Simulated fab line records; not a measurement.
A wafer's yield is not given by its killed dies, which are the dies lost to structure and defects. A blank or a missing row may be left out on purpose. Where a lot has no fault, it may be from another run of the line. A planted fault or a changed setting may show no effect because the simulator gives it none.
Chamber matching || flow n5 finfet || 4 sister chambers for N5_STI_FIN_REVEAL_ALD_14 on ald sin-03
The step deposits Si3N4, target thk 3 nm. 4 wafers are shown with their chamber, then 8 later ones without.

## WAFERS PAIRED WITH THEIR CHAMBERS
{"wafer": "L084.1", "chamber": 3, "heater power w (W)": 887}
{"wafer": "L084.3", "chamber": 1, "heater power w (W)": 856}
{"wafer": "L084.4", "chamber": 0, "heater power w (W)": 870}
{"wafer": "L086.2", "chamber": 2, "heater power w (W)": 917}

## WAFERS WITHOUT THEIR CHAMBER
{"wafer": "L086.4", "heater power w (W)": 876}
{"wafer": "L086.6", "heater power w (W)": 892}
{"wafer": "L094.2", "heater power w (W)": 885}
{"wafer": "L094.3", "heater power w (W)": 925}
{"wafer": "L094.5", "heater power w (W)": 875}
{"wafer": "L095.1", "heater power w (W)": 876}
{"wafer": "L095.4", "heater power w (W)": 918}
{"wafer": "L095.5", "heater power w (W)": 871}

## CHAMBER TAKEN BY EACH
{"wafer": "L086.4", "from the rows above": "can't be placed: 0 or 3", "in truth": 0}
{"wafer": "L086.6", "from the rows above": 3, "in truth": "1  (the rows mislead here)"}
{"wafer": "L094.2", "from the rows above": 3, "in truth": 3}
{"wafer": "L094.3", "from the rows above": 2, "in truth": 2}
{"wafer": "L094.5", "from the rows above": "can't be placed: 0 or 3", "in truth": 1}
{"wafer": "L095.1", "from the rows above": "can't be placed: 0 or 3", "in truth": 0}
{"wafer": "L095.4", "from the rows above": 2, "in truth": 2}
{"wafer": "L095.5", "from the rows above": 0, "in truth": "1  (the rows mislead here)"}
Placed correctly: 3 of 8. Unplaceable from these rows: 3, with the true chamber sitting among the candidates in 2. Number placed wrongly: 2.
How it was worked out, from the rows above alone: a wafer's distance from a chamber is the root of the sum, over the readings, of the square of ((its reading less the chamber's mean) divided by the reading's scatter). The wafer belongs to the nearest chamber; if the next one is less than 2 further off, it can't be placed. The mean given for a chamber averages the wafers shown for that chamber. The scatter (one wafer shown for each chamber): square how far every hidden wafer sits from the nearest shown wafer, average those squares and take the square root.
